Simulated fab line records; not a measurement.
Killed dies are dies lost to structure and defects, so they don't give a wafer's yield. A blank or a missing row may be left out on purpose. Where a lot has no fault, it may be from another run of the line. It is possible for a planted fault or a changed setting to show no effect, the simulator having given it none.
Chamber matching ; flow nand_harc ; pecvd-04 running NHARC_A_M0_PRE_CLEAN_31: 3 sister chambers
The step time 12 s. 3 wafers are shown with their chamber, then 7 later ones without.

WAFERS, EACH WITH ITS CHAMBER
wafer;chamber;heater_power_w (W)
L087.1;1;606
L091.1;2;554
L091.3;0;785

WAFERS WITHOUT THEIR CHAMBER
wafer;heater_power_w (W)
L091.4;571
L093.1;582
L093.2;647
L093.4;637
L097.2;629
L097.3;742
L097.4;613

WHICH CHAMBER EACH ONE RAN IN
wafer;from the rows above;in truth
L091.4;can't be placed: 2 or 1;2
L093.1;can't be placed: 1 or 2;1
L093.2;can't be placed: 1 or 2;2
L093.4;can't be placed: 1 or 2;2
L097.2;can't be placed: 1 or 2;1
L097.3;0;0
L097.4;can't be placed: 1 or 2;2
Correctly placed: 1 of 7. These rows do not allow placing 6 (true chamber among the candidates in 6). Placed wrongly: 0.
How it was worked out, from the rows above alone: a wafer's distance from a chamber is the root of the sum, over the readings, of the square of ((its reading less the chamber's mean) divided by the reading's scatter). The wafer belongs to the nearest chamber; if the next one is less than 2 further off, it can't be placed. The mean given for a chamber averages the wafers shown for that chamber. The scatter (one wafer shown for each chamber): square how far every hidden wafer sits from the nearest shown wafer, average those squares and take the square root.
